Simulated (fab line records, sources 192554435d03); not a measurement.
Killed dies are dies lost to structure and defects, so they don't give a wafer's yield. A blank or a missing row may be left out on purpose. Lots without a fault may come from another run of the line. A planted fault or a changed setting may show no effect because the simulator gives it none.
Which tool did it? | flow n5_finfet | 10 lots, 30 wafers sampled, at 5 steps of a route of 1938

WHAT THE GAUGES READ, wafer by wafer
N5_BEOL_M4_RC_MEAS_101.
lot  | measured     | on        | DIBL_N (mV/V)
L329 | day 8 06:26  | prober-02 | 35.5 35.4 37.9
L328 | day 8 05:44  | prober-01 | 37.3 38.7 36.8
L332 | day 8 23:57  | prober-01 | 36.8 38.0 37.1
L333 | day 9 03:59  | prober-02 | 34.6 35.2 36.4
L334 | day 9 11:13  | prober-02 | 38.4 37.3 37.4
L337 | day 10 16:43 | prober-02 | 38.7 38.5 40.6
L340 | day 11 03:54 | prober-02 | 36.6 35.8 34.6
L341 | day 11 12:38 | prober-02 | 37.7 35.5 35.6
L348 | day 14 02:38 | prober-02 | 37.1 36.2 36.1
L349 | day 14 02:44 | prober-01 | 35.8 35.0 35.1

WHICH TOOL RAN EACH LOT (tool, then ch and the chambers of the sampled wafers, then the start)
lot  | N5_BEOL_M2_SPUTTER_92        | N5_BEOL_M2_ANNEAL_93         | N5_BEOL_M2_SPUTTER_94        | N5_BEOL_M3_PECVD_72
L329 | pvd_sputter-03, day 7 05:55  | pvd_sputter-03, day 7 06:00  | pvd_sputter-03, day 7 06:08  | pecvd-01 ch 0,1, day 7 07:35
L328 | pvd_sputter-02, day 7 07:43  | pvd_sputter-02, day 7 07:48  | pvd_sputter-02, day 7 07:56  | pecvd-01 ch 1,2, day 7 09:50
L332 | pvd_sputter-03, day 8 01:36  | pvd_sputter-03, day 8 01:41  | pvd_sputter-03, day 8 01:49  | pecvd-01 ch 1,2, day 8 03:16
L333 | pvd_sputter-02, day 8 07:26  | pvd_sputter-02, day 8 07:31  | pvd_sputter-02, day 8 07:40  | pecvd-04 ch 0,1,2, day 8 10:35
L334 | pvd_sputter-01, day 8 16:34  | pvd_sputter-01, day 8 16:39  | pvd_sputter-01, day 8 16:47  | pecvd-02 ch 0,2, day 8 18:14
L337 | pvd_sputter-01, day 9 19:05  | pvd_sputter-01, day 9 19:10  | pvd_sputter-01, day 9 22:58  | pecvd-02 ch 0,2, day 10 00:30
L340 | pvd_sputter-03, day 10 05:40 | pvd_sputter-03, day 10 05:45 | pvd_sputter-03, day 10 05:53 | pecvd-02 ch 0,2, day 10 07:22
L341 | pvd_sputter-03, day 10 11:34 | pvd_sputter-03, day 10 11:38 | pvd_sputter-03, day 10 11:47 | pecvd-02 ch 0,2, day 10 13:15
L348 | pvd_sputter-01, day 12 22:27 | pvd_sputter-01, day 12 22:32 | pvd_sputter-01, day 12 22:40 | pecvd-02 ch 0,1, day 13 00:07
L349 | pvd_sputter-03, day 13 01:44 | pvd_sputter-03, day 13 01:49 | pvd_sputter-03, day 13 01:57 | pecvd-02 ch 0,1,2, day 13 03:23
- N5_BEOL_M2_SPUTTER_92: material Cu, target thk 4.5 nm, time 8.29 s.
- N5_BEOL_M2_ANNEAL_93: time 240 s.
- N5_BEOL_M2_SPUTTER_94: material Cu, target thk 4.5 nm, time 8.29 s.
- N5_BEOL_M3_PECVD_72: deposits SiO2 from TEOS/O2, target thk 16 nm, time 18 s.

THE ANSWER, worked out from the rows above alone
Rule: what is usual is taken from the lots themselves. Put in order of their means at a reading, lots are off if they are a third of the lots or fewer, leave a main group of 4 or more, and stand apart from it by a gap of 3 or more times the standard deviation of the main group's means; of several such gaps the widest counts. A main group whose means are all the same, to the digits that the tables above print for the reading, isn't used. A lot without any number at a reading at which 4 lots or more have one is off too. The other lots that the step has rows for count as sound.
No lot is off at any reading shown: from this, nothing can be told.

WHAT THE SIMULATOR HAD PUT IN
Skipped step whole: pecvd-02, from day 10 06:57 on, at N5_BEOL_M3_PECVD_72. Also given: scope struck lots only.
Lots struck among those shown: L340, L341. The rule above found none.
